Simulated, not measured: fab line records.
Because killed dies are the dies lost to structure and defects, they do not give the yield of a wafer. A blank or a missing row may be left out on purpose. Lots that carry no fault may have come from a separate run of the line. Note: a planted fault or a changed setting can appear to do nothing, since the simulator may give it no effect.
Matching of chambers ; flow n5Finfet ; N5_BEOL_M10_DEP_56 on pecvd-04 has 3 sister chambers
The step deposits SiCN from 3MS/NH3, target thk 15 nm, time 26.5 s. 14 wafers are shown with their chamber, then 7 later ones without.

WAFERS PAIRED WITH THEIR CHAMBERS
wafer;chamber;throttleValvePct (%);showerheadPlenumPTorr (Torr)
L079.1;0;9.6;3.695
L079.4;1;11.4;3.666
L079.6;0;9.2;3.688
L083.2;0;9.2;3.691
L083.5;1;11.3;3.671
L083.6;0;9.3;3.688
L080.1;0;9.3;3.687
L080.3;2;9.2;3.643
L080.6;2;8.9;3.643
L081.2;2;8.8;3.635
L081.3;1;11.2;3.673
L081.4;1;11.3;3.674
L087.1;0;9.1;3.699
L087.2;1;11.2;3.668

SIGNATURES (means of the wafers above)
reading;chamber 0;chamber 1;chamber 2;scatter within a chamber
throttleValvePct;9.283;11.280;8.967;0.155
showerheadPlenumPTorr;3.69133;3.67040;3.64033;0.00428
Rule: distance of a wafer from a chamber = root of the sum over the readings of ((wafer's reading minus chamber's mean) / reading's scatter) squared. The wafer belongs to the nearest chamber; if the next one is less than 2 further off, it can't be placed. How the scatter is found: for the shown wafers, subtract from each reading the mean of its chamber, square and add these, divide the total by (wafers less chambers), then take the root.

WAFERS WITH NO CHAMBER GIVEN
wafer;throttleValvePct (%);showerheadPlenumPTorr (Torr)
L087.3;8.9;3.633
L087.4;10.8;3.676
L087.5;9.2;3.704
L087.6;9.1;3.637
L091.1;11.2;3.667
L091.4;11.3;3.661
L091.5;9.4;3.689

THE CHAMBER EACH PASSED THROUGH
wafer;from the rows above;in truth
L087.3;2;2
L087.4;1;1
L087.5;0;0
L087.6;2;2
L091.1;1;1
L091.4;1;1
L091.5;0;0
Correct placement for 7 of the 7. Left unplaced by these rows: 0. Number placed wrongly: 0.
